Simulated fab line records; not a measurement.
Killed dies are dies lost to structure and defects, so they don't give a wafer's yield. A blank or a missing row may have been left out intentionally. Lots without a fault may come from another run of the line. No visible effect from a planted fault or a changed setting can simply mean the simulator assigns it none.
Chamber matching | flow n5 finfet | N5_BEOL_M13_VIA_ETCH_16 on rie diel-06: 3 sister chambers
The step etches SiOC in C4F8/O2/Ar, target depth 921.7 nm. 3 wafers are shown with their chamber, then 7 later ones without.

## WAFERS PAIRED WITH THEIR CHAMBERS
wafer  | chamber | showerhead plenum p Torr (Torr)
L084.3 | 0       | 3.22
L091.2 | 1       | 3.58
L091.5 | 3       | 3.38

## WAFERS WITHOUT THEIR CHAMBER
wafer  | showerhead plenum p Torr (Torr)
L091.6 | 3.62
L093.2 | 3.62
L093.4 | 3.57
L096.4 | 3.37
L096.6 | 3.37
L097.2 | 3.57
L097.6 | 3.37

## EACH ONE'S CHAMBER
wafer  | from the rows above | in truth
L091.6 | 1                   | 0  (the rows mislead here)
L093.2 | 1                   | 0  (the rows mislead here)
L093.4 | 1                   | 1
L096.4 | 3                   | 3
L096.6 | 3                   | 3
L097.2 | 1                   | 1
L097.6 | 3                   | 3
5 of 7 placed correctly. Can't be placed from these rows: 0. 2 placed wrongly.
How it was worked out, from the rows above alone: a wafer's distance from a chamber is the root of the sum, over the readings, of the square of ((its reading less the chamber's mean) divided by the reading's scatter). The wafer belongs to the nearest chamber; if the next one is less than 2 further off, it can't be placed. A chamber's mean is the mean of its shown wafers. The scatter: root of mean squared gap, hidden wafer to nearest shown wafer, with one shown wafer a chamber.
